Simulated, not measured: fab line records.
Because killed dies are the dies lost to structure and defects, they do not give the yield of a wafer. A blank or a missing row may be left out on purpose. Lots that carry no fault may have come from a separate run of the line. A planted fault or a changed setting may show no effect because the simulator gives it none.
Split-lot study	flow n5-finfet	39 wafers read across 7 lots, on a route 1938 steps long

## ON THE SPLIT
At N5_BEOL_M7_TRENCH_ETCH_37 (etches SiCOH lowk in C4F6/O2, target depth 93.478 nm, time 31.2 s), the setting time-s was moved away from the recipe's 31.2 s on 18 of the 39 wafers read, by -55.3% to +42.5%. The other wafers ran this setting at the recipe's value.

## FROM THE SPLIT TO THE READING: what the file shows between them, 11 steps
- N5_BEOL_M7_ETCH_41: etches SiCN in CH3F/O2, target depth 31.9 nm, time 57.8 s
- N5_BEOL_M7_STRIP_80: strips in N2/H2, time 10 s
- N5_BEOL_M7_OCD_MEAS_38
- N5_BEOL_M7_HM_STRIP_39: strips TiN in peroxide tin strip, target depth 25 nm, time 158 s
- N5_BEOL_M7_SRD_40: time 30 s
- N5_BEOL_M7_ECD_50: material Cu, target thk 300 nm
- N5_BEOL_M7_ANNEAL_51: time 90 s
- N5_BEOL_M7_CMP_52: polishes, stops on SiCOH lowk, t overpolish 6.9 s, target thk 80 nm
- N5_BEOL_M7_THK_MEAS_53: measures by xrf
- N5_BEOL_M7_PRE_CLEAN_55: time 15 s
- N5_BEOL_M7_DEP_56: deposits SiCN from 3MS/NH3, target thk 10 nm, time 17.5 s

## THE READING
At N5_BEOL_M7_RS_MEAS_57, a four-point-probe measurement gives M7_RS in ohm/sq. On this fab line, fault-free wafers typically give 0.289 ohm/sq with a standard deviation of 0.0088 ohm/sq.

wafer	tool, chamber at the split	time-s as run, s	against the recipe	M7_RS, ohm/sq	against lot-mates on the recipe
L074.1	rie-diel-06, 1	17.55	-43.8%	0.718	+0.416
L074.2	rie-diel-06, 2	17.55	-43.8%	0.724	+0.422
L074.3	rie-diel-06, 0	31.2	recipe	0.306	-
L074.4	rie-diel-06, 3	31.2	recipe	0.297	-
L074.5	rie-diel-06, 1	17.55	-43.8%	0.705	+0.403
L074.6	rie-diel-06, 2	31.2	recipe	0.302	-
L076.1	rie-diel-05, 0	15.4	-50.6%	0.891	+0.600
L076.2	rie-diel-05, 3	15.4	-50.6%	0.881	+0.590
L076.3	rie-diel-05, 1	15.4	-50.6%	0.884	+0.593
L076.4	rie-diel-05, 2	31.2	recipe	0.294	-
L076.5	rie-diel-05, 0	31.2	recipe	0.286	-
L076.6	rie-diel-05, 1	31.2	recipe	0.294	-
L080.1	rie-diel-01, 1	44.46	+42.5%	0.171	-0.114
L080.2	rie-diel-01, 3	31.2	recipe	0.287	-
L080.3	rie-diel-01, 2	31.2	recipe	0.284	-
L080.4	rie-diel-01, 0	44.46	+42.5%	0.175	-0.110
L080.5	rie-diel-01, 2	31.2	recipe	0.285	-
L080.6	rie-diel-01, 1	44.46	+42.5%	0.172	-0.113
L083.1	rie-diel-06, 3	19.08	-38.8%	0.587	+0.299
L083.2	rie-diel-06, 1	31.2	recipe	0.276	-
L083.3	rie-diel-06, 2	31.2	recipe	0.293	-
L083.4	rie-diel-06, 3	19.08	-38.8%	0.600	+0.312
L083.5	rie-diel-06, 2	31.2	recipe	0.295	-
L083.6	rie-diel-06, 1	19.08	-38.8%	0.598	+0.310
L085.1	rie-diel-06, 2	13.96	-55.3%	1.011	+0.728
L085.2	rie-diel-06, 0	31.2	recipe	0.276	-
L085.3	rie-diel-06, 1	31.2	recipe	0.291	-
L085.4	rie-diel-06, 3	13.96	-55.3%	1.064	+0.781
L085.5	rie-diel-06, 2	13.96	-55.3%	1.123	+0.840
L085.6	rie-diel-06, 1	31.2	recipe	0.283	-
L089.1	rie-diel-01, 2	31.2	recipe	0.292	-
L089.2	rie-diel-01, 0	39.91	+27.9%	0.207	-0.079
L089.3	rie-diel-01, 3	39.91	+27.9%	0.209	-0.077
L089.4	rie-diel-01, 1	31.2	recipe	0.274	-
L089.5	rie-diel-01, 3	31.2	recipe	0.293	-
L089.6	rie-diel-01, 0	39.91	+27.9%	0.204	-0.082
L097.1	rie-diel-01, 1	31.2	recipe	0.276	-
L097.2	rie-diel-01, 3	31.2	recipe	0.295	-
L097.4	rie-diel-01, 0	31.2	recipe	0.290	-

THE FIT
A straight line over all 39 wafers: M7_RS changes by -0.00887 ohm/sq for each +1% of time-s; r = -0.92; the points scatter about the line by 0.11 ohm/sq.
The same after taking each lot's own level away (the mean of its wafers on the recipe; 39 wafers): -0.00882 ohm/sq for each +1%; r = -0.92; scatter 0.11 ohm/sq.
On that fit, the largest move of time-s shifts the reading by 0.49 ohm/sq.
Measured against the standard deviation above, the lots' own levels, which go from 0.2833 to 0.3017 ohm/sq, span 2.1 times it.
Consequently the slope shifts little with the lot-to-lot level, the two slopes agreeing.
Check: +0.536 ohm/sq against its lot-mates is what the line predicts for one of the wafers moved furthest among these (-55.3%) when that wafer is left out of the fit. Against them it came out at +0.728 ohm/sq.

## THE WHOLE CHAIN: every reading that the file lists as answering this split, in the file's order
step	what it does	reading	change (the file's fit)	r (the file's)
N5_BEOL_M7_TRENCH_ETCH_37	etches SiCOH lowk in C4F6/O2, target depth 93.478 nm, time 31.2 s	BEOL_M7.feature-depth-nm (the simulator's own value, which no gauge read)	+0.94 nm for each +1% of the setting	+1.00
N5_BEOL_M7_TRENCH_ETCH_37	etches SiCOH lowk in C4F6/O2, target depth 93.478 nm, time 31.2 s	etch.depth-nm (the simulator's own value, which no gauge read)	+0.94 nm for each +1% of the setting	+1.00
N5_BEOL_M7_TRENCH_ETCH_37	etches SiCOH lowk in C4F6/O2, target depth 93.478 nm, time 31.2 s	TiN_of_BEOL_M7_HM_DEP_02.thk-nm (the simulator's own value, which no gauge read)	-0.0272 nm for each +1% of the setting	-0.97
N5_BEOL_M7_OCD_MEAS_38		trench-depth-nm	+0.943 nm for each +1% of the setting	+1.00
N5_BEOL_M7_CMP_52	polishes, stops on SiCOH lowk, t overpolish 6.9 s, target thk 80 nm	Cu_of_BEOL_M7_ECD_50.thk-nm (the simulator's own value, which no gauge read)	+0.938 nm for each +1% of the setting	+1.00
N5_BEOL_M7_THK_MEAS_53	measures by xrf	M7_THK	+0.934 for each +1% of the setting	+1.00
N5_BEOL_M7_RS_MEAS_57	measures by four-point-probe	M7_RS	-0.0095 for each +1% of the setting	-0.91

## FILE'S OWN FIT
M7_RS changes by -0.0095 ohm/sq for each +1% of time-s, r = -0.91.
